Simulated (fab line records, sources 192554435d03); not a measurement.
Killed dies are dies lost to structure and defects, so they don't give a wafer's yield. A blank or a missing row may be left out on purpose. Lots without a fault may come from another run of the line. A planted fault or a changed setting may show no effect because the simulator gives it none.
Which tool did it? | flow n5_finfet | 24 lots, 72 wafers sampled, at 6 steps of a route of 1938

WHAT THE GAUGES READ, wafer by wafer
N5_BEOL_M15_OVL_MEAS_11. Usual: V14_OVL 2 nm, standard deviation 5.1.
lot  | measured     | on         | V14_OVL (nm) | flag
L075 | day 13 08:01 | overlay-01 | -6 1 8       |
L074 | day 13 11:22 | overlay-01 | 5 1 2        |
L076 | day 13 13:20 | overlay-02 | 4 -2 3       |
L077 | day 14 05:50 | overlay-02 | 1 -3 -2      |
L078 | day 14 13:50 | overlay-02 | 9 4 4        |
L080 | day 14 16:22 | overlay-02 | 6 16 10      |
L079 | day 14 19:26 | overlay-02 | 0 1 0        |
L081 | day 14 19:51 | overlay-01 | -1 -1 -2     |
L083 | day 15 02:36 | overlay-01 | -1 7 10      |
L082 | day 15 18:04 | overlay-01 | 2 -1 6       |
L086 | day 15 23:17 | overlay-02 | -1 8 -3      |
L084 | day 16 02:33 | overlay-01 | 0 -3 -1      |
L089 | day 16 06:05 | overlay-02 | 0 -1 -5      |
L087 | day 16 13:11 | overlay-01 | 5 4 -2       |
L088 | day 16 19:56 | overlay-02 | 12 14 4      |
L085 | day 17 01:47 | overlay-01 | 5 -7 -10     |
L093 | day 17 06:55 | overlay-01 | 4 -1 -1      |
L091 | day 17 07:19 | overlay-01 | 4 1 1        |
L096 | day 17 14:42 | overlay-01 | 1 11 6       |
L092 | day 18 05:33 | overlay-01 | 0 0 0        |
L094 | day 18 08:43 | overlay-01 | 5 3 8        |
L095 | day 18 21:38 | overlay-02 | 7 4 3        |
L090 | day 18 21:41 | overlay-01 | -5 -6 -6     |
L097 | day 19 22:40 | overlay-01 | -5 -1 5      |

N5_MIM_TOP_LITHO_OVL_MEAS_11. Usual: MIM_TOP_OVL 0 nm, standard deviation 5.6.
lot  | measured     | on         | MIM_TOP_OVL (nm) | flag
L075 | day 13 19:10 | overlay-02 | 9 1 -4           |
L074 | day 14 01:22 | overlay-02 | -4 0 -1          |
L076 | day 14 02:01 | overlay-02 | 6 7 0            |
L077 | day 14 17:06 | overlay-02 | 4 5 -4           |
L078 | day 15 00:29 | overlay-02 | 10 14 13         |
L080 | day 15 01:20 | overlay-01 | -3 -8 2          |
L079 | day 15 04:38 | overlay-01 | 2 9 5            |
L081 | day 15 06:53 | overlay-02 | -7 2 -9          |
L083 | day 15 16:02 | overlay-01 | 8 -8 -3          |
L082 | day 16 01:29 | overlay-01 | -7 0 9           |
L086 | day 16 12:32 | overlay-02 | 3 8 4            |
L084 | day 16 14:08 | overlay-02 | 1 1 3            |
L089 | day 16 21:28 | overlay-02 | 5 -2 0           |
L087 | day 16 23:27 | overlay-01 | 4 -5 -2          |
L088 | day 17 04:54 | overlay-01 | -4 0 1           |
L085 | day 17 11:20 | overlay-01 | -5 -3 -1         |
L093 | day 17 18:08 | overlay-01 | 0 1 3            |
L091 | day 17 14:28 | overlay-02 | -2 -4 0          |
L096 | day 18 03:11 | overlay-02 | -2 0 -3          |
L092 | day 18 16:40 | overlay-01 | 0 -1 8           |
L094 | day 18 19:23 | overlay-01 | -7 -10 6         |
L095 | day 19 07:05 | overlay-02 | -11 -1 -7        |
L090 | day 19 07:20 | overlay-02 | 3 5 3            |
L097 | day 20 08:13 | overlay-01 | -3 -2 0          |

WHICH TOOL RAN EACH LOT (tool, then ch and the chambers of the sampled wafers, then the start)
lot  | N5_BEOL_M15_STRIP_64                          | N5_BEOL_M15_ETCH_61                | N5_BEOL_M15_TRENCH_ETCH_34         | N5_BEOL_M15_DEGAS_41
L075 | rie_diel-04 ch 0,1, day 13 10:07 or earlier   | rie_diel-04 ch 0,1,3, day 13 10:07 | rie_diel-04 ch 0,1,3, day 13 10:10 | pvd_sputter-01, day 13 11:49
L074 | rie_diel-01 ch 2,3, day 13 13:08 or earlier   | rie_diel-01 ch 0,1,3, day 13 13:08 | rie_diel-01 ch 0,1,3, day 13 13:11 | pvd_sputter-01, day 13 19:24
L076 | rie_diel-02 ch 0,1,3, day 13 15:01 or earlier | rie_diel-04 ch 0,3, day 13 15:01   | rie_diel-04 ch 0,3, day 13 15:04   | pvd_sputter-02, day 13 19:26
L077 | rie_diel-04 ch 0,2, day 14 07:52 or earlier   | rie_diel-04 ch 2,3, day 14 07:52   | rie_diel-04 ch 2,3, day 14 07:56   | pvd_sputter-01, day 14 10:35
L078 | rie_diel-01 ch 0,2, day 14 15:25 or earlier   | rie_diel-01 ch 2,3, day 14 15:25   | rie_diel-01 ch 2,3, day 14 15:28   | pvd_sputter-03, day 14 18:02
L080 | rie_diel-01 ch 0,2, day 14 19:05 or earlier   | rie_diel-01 ch 0,3, day 14 19:05   | rie_diel-01 ch 0,3, day 14 19:08   | pvd_sputter-01, day 14 21:14
L079 | rie_diel-04 ch 1,2,3, day 14 22:07 or earlier | rie_diel-04 ch 1,2,3, day 14 22:07 | rie_diel-04 ch 1,2,3, day 14 22:10 | pvd_sputter-02, day 15 00:22
L081 | rie_diel-01 ch 0,2,3, day 14 22:13 or earlier | rie_diel-01 ch 0,2,3, day 14 22:13 | rie_diel-01 ch 0,2,3, day 14 22:19 | pvd_sputter-02, day 15 00:41
L083 | rie_diel-04 ch 0,1,3, day 15 04:26 or earlier | rie_diel-04 ch 0,1,2, day 15 04:26 | rie_diel-04 ch 0,1,2, day 15 04:29 | pvd_sputter-02, day 15 08:31
L082 | rie_diel-02 ch 0,2,3, day 15 19:38 or earlier | rie_diel-04 ch 1,3, day 15 19:38   | rie_diel-04 ch 1,3, day 15 19:41   | pvd_sputter-02, day 15 21:02
L086 | rie_diel-04 ch 0,1,3, day 16 01:10 or earlier | rie_diel-02 ch 0,1,3, day 16 01:10 | rie_diel-02 ch 0,1,3, day 16 01:13 | pvd_sputter-01, day 16 06:40
L084 | rie_diel-04 ch 0,1,3, day 16 04:43 or earlier | rie_diel-04 ch 0,1,3, day 16 04:43 | rie_diel-04 ch 0,1,3, day 16 04:46 | pvd_sputter-02, day 16 07:45
L089 | rie_diel-04 ch 1,2,3, day 16 07:40 or earlier | rie_diel-02 ch 1,2,3, day 16 07:40 | rie_diel-02 ch 1,2,3, day 16 07:43 | pvd_sputter-01, day 16 15:35
L087 | rie_diel-01 ch 0,2, day 16 14:52 or earlier   | rie_diel-01 ch 0,2,3, day 16 14:52 | rie_diel-01 ch 0,2,3, day 16 14:55 | pvd_sputter-03, day 16 18:02
L088 | rie_diel-01 ch 2,3, day 16 21:31 or earlier   | rie_diel-02 ch 0,2,3, day 16 21:31 | rie_diel-02 ch 0,2,3, day 16 21:37 | pvd_sputter-03, day 16 23:46
L085 | rie_diel-02 ch 0,2, day 17 03:27 or earlier   | rie_diel-02 ch 0,1,2, day 17 03:27 | rie_diel-02 ch 0,1,2, day 17 03:31 | pvd_sputter-02, day 17 06:22
L093 | rie_diel-02 ch 1,2,3, day 17 08:38 or earlier | rie_diel-02 ch 2,3, day 17 08:38   | rie_diel-02 ch 2,3, day 17 08:41   | pvd_sputter-02, day 17 10:22
L091 | rie_diel-02 ch 1,2,3, day 17 09:07 or earlier | rie_diel-04 ch 0,1,2, day 17 09:07 | rie_diel-04 ch 0,1,2, day 17 09:10 | pvd_sputter-03, day 17 10:23
L096 | rie_diel-02 ch 1,3, day 17 16:36 or earlier   | rie_diel-02 ch 1,2,3, day 17 16:36 | rie_diel-02 ch 1,2,3, day 17 16:39 | pvd_sputter-02, day 17 19:31
L092 | rie_diel-01 ch 0,1,3, day 18 07:19 or earlier | rie_diel-04 ch 0,3, day 18 07:19   | rie_diel-04 ch 0,3, day 18 07:22   | pvd_sputter-01, day 18 12:32
L094 | rie_diel-02 ch 0,1,3, day 18 10:24 or earlier | rie_diel-02 ch 0,1,3, day 18 10:24 | rie_diel-02 ch 0,1,3, day 18 10:27 | pvd_sputter-03, day 18 12:52
L095 | rie_diel-04 ch 1,2, day 18 23:29 or earlier   | rie_diel-01 ch 2,3, day 18 23:29   | rie_diel-01 ch 2,3, day 18 23:32   | pvd_sputter-01, day 19 00:29
L090 | rie_diel-02 ch 0,1,3, day 18 23:43 or earlier | rie_diel-04 ch 1,2,3, day 18 23:43 | rie_diel-04 ch 1,2,3, day 18 23:46 | pvd_sputter-02, day 19 00:37
L097 | rie_diel-02 ch 2,3, day 20 00:13 or earlier   | rie_diel-01 ch 1,2, day 20 00:13   | rie_diel-01 ch 1,2, day 20 00:16   | pvd_sputter-03, day 20 03:37
- N5_BEOL_M15_STRIP_64: strips in O2.
- N5_BEOL_M15_ETCH_61: etches BARC in N2/H2, target depth 89 nm, overetch 26.7 nm, time 67.9 s.
- N5_BEOL_M15_TRENCH_ETCH_34: etches SiO2 in C4F8/O2/Ar, target depth 872.93 nm, time 199 s.
- N5_BEOL_M15_DEGAS_41: time 60 s.

WHAT THE TOOLS THEMSELVES READ (means of the sampled wafers that have a number; where no wafer has one, the mark that the record gives instead)
N5_BEOL_M15_STRIP_64. Usual: drypump_motor_current_A 5.7 A, standard deviation 0.46; o2_flow_sccm 225.0 sccm, standard deviation 0.69; oes_product_au 0.80 a.u., standard deviation 0.08; rf_vpp_V 3.7 V, standard deviation 0.5; showerhead_plenum_p_Torr 2.10 Torr, standard deviation 0.083; throttle_valve_pct 16.60 %, standard deviation 0.22.
lot  | tool        | drypump_motor_current_A (A) | o2_flow_sccm (sccm) | oes_product_au (a.u.) | rf_vpp_V (V) | showerhead_plenum_p_Torr (Torr) | throttle_valve_pct (%) | flag
L075 | rie_diel-04 | 5.4                         | 226.6               | 0.76                  | 3.4          | 2.06                            | 16.65                  |
L074 | rie_diel-01 | 5.6                         | 225.1               | 0.76                  | 3.4          | 2.18                            | 16.74                  |
L076 | rie_diel-02 | 5.5                         | 224.6               | 0.85                  | 3.6          | 2.10                            | 16.55                  |
L077 | rie_diel-04 | 5.4                         | 224.9               | 0.86                  | 3.9          | 2.06                            | 16.57                  |
L078 | rie_diel-01 | 6.0                         | 225.5               | 0.82                  | 3.3          | 2.21                            | 16.46                  |
L080 | rie_diel-01 | 6.1                         | 224.7               | 0.75                  | 3.1          | 2.18                            | 16.66                  |
L079 | rie_diel-04 | 5.9                         | 225.3               | 0.82                  | 3.4          | 2.05                            | 16.50                  |
L081 | rie_diel-01 | 5.8                         | 224.8               | 0.76                  | 3.8          | 2.18                            | 16.71                  |
L083 | rie_diel-04 | 5.7                         | 224.6               | 0.75                  | 4.0          | 2.00                            | 16.68                  |
L082 | rie_diel-02 | 5.7                         | 225.0               | 0.83                  | 3.5          | 2.12                            | 16.58                  |
L086 | rie_diel-04 | 5.7                         | 225.0               | 0.75                  | 3.9          | 2.00                            | 16.68                  |
L084 | rie_diel-04 | 5.7                         | 224.3               | 0.74                  | 3.4          | 2.00                            | 16.69                  |
L089 | rie_diel-04 | 5.9                         | 224.2               | 0.80                  | 3.8          | 2.04                            | 16.50                  |
L087 | rie_diel-01 | 6.1                         | 225.6               | 0.79                  | 4.0          | 2.20                            | 16.49                  |
L088 | rie_diel-01 | 5.8                         | 226.0               | 0.79                  | 3.2          | 2.20                            | 16.54                  |
L085 | rie_diel-02 | 5.5                         | 224.8               | 0.84                  | 3.6          | 2.13                            | 16.73                  |
L093 | rie_diel-02 | 5.5                         | 224.8               | 0.82                  | 3.4          | 2.09                            | 16.48                  |
L091 | rie_diel-02 | 5.5                         | 225.7               | 0.82                  | 3.7          | 2.09                            | 16.49                  |
L096 | rie_diel-02 | 5.3                         | 224.5               | 0.81                  | 3.7          | 2.06                            | 16.46                  |
L092 | rie_diel-01 | 5.8                         | 224.7               | 0.92                  | 3.2          | 2.17                            | 16.61                  |
L094 | rie_diel-02 | 5.5                         | 225.5               | 0.80                  | 4.0          | 2.09                            | 16.61                  |
L095 | rie_diel-04 | 5.7                         | 224.5               | 0.77                  | 3.3          | 2.09                            | 16.57                  |
L090 | rie_diel-02 | 5.6                         | 225.0               | 0.80                  | 3.8          | 2.09                            | 16.61                  |
L097 | rie_diel-02 | 5.9                         | 225.3               | 0.79                  | 3.7          | 2.11                            | 16.52                  |

N5_BEOL_M15_ETCH_61. Usual: drypump_motor_current_A 5.7 A, standard deviation 0.46; oes_product_au 0.68 a.u., standard deviation 0.062; rf_vpp_V 524 V, standard deviation 3.1; showerhead_plenum_p_Torr 2.54 Torr, standard deviation 0.1; throttle_valve_pct 17.83 %, standard deviation 0.26.
lot  | tool        | drypump_motor_current_A (A) | oes_product_au (a.u.) | rf_vpp_V (V) | showerhead_plenum_p_Torr (Torr) | throttle_valve_pct (%) | flag
L075 | rie_diel-04 | 5.7                         | 0.65                  | 521          | 2.44                            | 17.93                  |
L074 | rie_diel-01 | 5.8                         | 0.65                  | 527          | 2.65                            | 18.12                  |
L076 | rie_diel-04 | 5.6                         | 0.67                  | 521          | 2.42                            | 17.93                  |
L077 | rie_diel-04 | 6.3                         | 0.71                  | 521          | 2.42                            | 17.65                  |
L078 | rie_diel-01 | 5.6                         | 0.64                  | 526          | 2.65                            | 18.02                  |
L080 | rie_diel-01 | 5.9                         | 0.60                  | 527          | 2.61                            | 18.14                  |
L079 | rie_diel-04 | 6.0                         | 0.69                  | 522          | 2.49                            | 17.75                  |
L081 | rie_diel-01 | 5.8                         | 0.65                  | 527          | 2.64                            | 17.96                  |
L083 | rie_diel-04 | 5.5                         | 0.70                  | 524          | 2.53                            | 17.86                  |
L082 | rie_diel-04 | 6.1                         | 0.63                  | 519          | 2.39                            | 17.86                  |
L086 | rie_diel-02 | 5.6                         | 0.70                  | 524          | 2.53                            | 17.71                  |
L084 | rie_diel-04 | 5.7                         | 0.64                  | 520          | 2.44                            | 17.98                  |
L089 | rie_diel-02 | 5.5                         | 0.71                  | 523          | 2.53                            | 17.61                  |
L087 | rie_diel-01 | 5.9                         | 0.63                  | 527          | 2.64                            | 17.97                  |
L088 | rie_diel-02 | 5.7                         | 0.70                  | 524          | 2.57                            | 17.75                  |
L085 | rie_diel-02 | 5.3                         | 0.72                  | 524          | 2.54                            | 17.79                  |
L093 | rie_diel-02 | 5.9                         | 0.69                  | 524          | 2.56                            | 17.60                  |
L091 | rie_diel-04 | 5.5                         | 0.68                  | 523          | 2.52                            | 17.88                  |
L096 | rie_diel-02 | 5.5                         | 0.70                  | 523          | 2.53                            | 17.63                  |
L092 | rie_diel-04 | 6.0                         | 0.63                  | 519          | 2.36                            | 17.90                  |
L094 | rie_diel-02 | 5.6                         | 0.68                  | 523          | 2.52                            | 17.73                  |
L095 | rie_diel-01 | 5.8                         | 0.73                  | 528          | 2.66                            | 17.66                  |
L090 | rie_diel-04 | 5.9                         | 0.66                  | 522          | 2.48                            | 17.80                  |
L097 | rie_diel-01 | 5.9                         | 0.68                  | 527          | 2.67                            | 17.92                  |

N5_BEOL_M15_TRENCH_ETCH_34. Usual: drypump_motor_current_A 5.7 A, standard deviation 0.46; mfc_ar_sccm 400.0 sccm, standard deviation 1.2; oes_product_au 0.80 a.u., standard deviation 0.077; rf_vpp_V 2224 V, standard deviation 16; showerhead_plenum_p_Torr 3.44 Torr, standard deviation 0.13; throttle_valve_pct 30.81 %, standard deviation 0.28.
lot  | tool        | drypump_motor_current_A (A) | mfc_ar_sccm (sccm) | oes_product_au (a.u.) | rf_vpp_V (V) | showerhead_plenum_p_Torr (Torr) | throttle_valve_pct (%) | flag
L075 | rie_diel-04 | 5.7                         | 399.0              | 0.76                  | 2214         | 3.31                            | 30.89                  |
L074 | rie_diel-01 | 5.8                         | 399.1              | 0.76                  | 2229         | 3.56                            | 31.08                  |
L076 | rie_diel-04 | 5.6                         | 399.4              | 0.78                  | 2208         | 3.28                            | 30.93                  |
L077 | rie_diel-04 | 6.3                         | 400.3              | 0.83                  | 2220         | 3.28                            | 30.58                  |
L078 | rie_diel-01 | 5.6                         | 400.3              | 0.75                  | 2240         | 3.55                            | 30.82                  |
L080 | rie_diel-01 | 5.9                         | 401.0              | 0.69                  | 2228         | 3.53                            | 31.08                  |
L079 | rie_diel-04 | 6.0                         | 399.6              | 0.81                  | 2225         | 3.37                            | 30.71                  |
L081 | rie_diel-01 | 5.8                         | 400.1              | 0.74                  | 2232         | 3.56                            | 30.85                  |
L083 | rie_diel-04 | 5.5                         | 399.7              | 0.82                  | 2227         | 3.42                            | 30.87                  |
L082 | rie_diel-04 | 6.1                         | 401.1              | 0.73                  | 2214         | 3.25                            | 30.76                  |
L086 | rie_diel-02 | 5.6                         | 401.6              | 0.82                  | 2235         | 3.43                            | 30.79                  |
L084 | rie_diel-04 | 5.7                         | 400.4              | 0.74                  | 2213         | 3.30                            | 30.91                  |
L089 | rie_diel-02 | 5.5                         | 400.3              | 0.83                  | 2219         | 3.42                            | 30.64                  |
L087 | rie_diel-01 | 5.8                         | 401.1              | 0.74                  | 2232         | 3.55                            | 30.85                  |
L088 | rie_diel-02 | 5.7                         | 400.1              | 0.83                  | 2224         | 3.47                            | 30.81                  |
L085 | rie_diel-02 | 5.3                         | 399.9              | 0.84                  | 2221         | 3.44                            | 30.87                  |
L093 | rie_diel-02 | 5.9                         | 399.4              | 0.80                  | 2223         | 3.45                            | 30.59                  |
L091 | rie_diel-04 | 5.5                         | 399.8              | 0.79                  | 2227         | 3.41                            | 30.87                  |
L096 | rie_diel-02 | 5.5                         | 400.9              | 0.81                  | 2219         | 3.42                            | 30.65                  |
L092 | rie_diel-04 | 6.0                         | 400.2              | 0.73                  | 2206         | 3.20                            | 30.81                  |
L094 | rie_diel-02 | 5.6                         | 399.0              | 0.80                  | 2233         | 3.42                            | 30.82                  |
L095 | rie_diel-01 | 5.8                         | 400.3              | 0.86                  | 2235         | 3.57                            | 30.55                  |
L090 | rie_diel-04 | 5.9                         | 400.8              | 0.77                  | 2225         | 3.36                            | 30.71                  |
L097 | rie_diel-01 | 5.9                         | 399.3              | 0.79                  | 2220         | 3.59                            | 30.88                  |

N5_BEOL_M15_DEGAS_41. Usual: heater_power_w 457 W, standard deviation 62.
lot  | tool           | heater_power_w (W) | flag
L075 | pvd_sputter-01 | 519                |
L074 | pvd_sputter-01 | 448                |
L076 | pvd_sputter-02 | 423                |
L077 | pvd_sputter-01 | 491                |
L078 | pvd_sputter-03 | 496                |
L080 | pvd_sputter-01 | 489                |
L079 | pvd_sputter-02 | 432                |
L081 | pvd_sputter-02 | 415                |
L083 | pvd_sputter-02 | 426                |
L082 | pvd_sputter-02 | 419                |
L086 | pvd_sputter-01 | 506                |
L084 | pvd_sputter-02 | 419                |
L089 | pvd_sputter-01 | 519                |
L087 | pvd_sputter-03 | 395                |
L088 | pvd_sputter-03 | 493                |
L085 | pvd_sputter-02 | 403                |
L093 | pvd_sputter-02 | 403                |
L091 | pvd_sputter-03 | 394                |
L096 | pvd_sputter-02 | 424                |
L092 | pvd_sputter-01 | 482                |
L094 | pvd_sputter-03 | 491                |
L095 | pvd_sputter-01 | 462                |
L090 | pvd_sputter-02 | 401                |
L097 | pvd_sputter-03 | 397                |

THE ANSWER, worked out from the rows above alone
Rule: a lot is off if the mean of its wafers that have a number lies more than 3 standard deviations from the usual mean. A lot without any number at a reading at which 4 lots or more have one is off too. The other lots that the step has rows for count as sound. The gauges are gone through in route order, then the tools' own readings, and for those a lot's mean is taken as printed above. The first step at which some lot is off is used, and at that step the reading that is off furthest; a lot without a number counts as furthest.
No lot is off at any reading shown: from this, nothing can be told.

WHAT THE SIMULATOR HAD PUT IN
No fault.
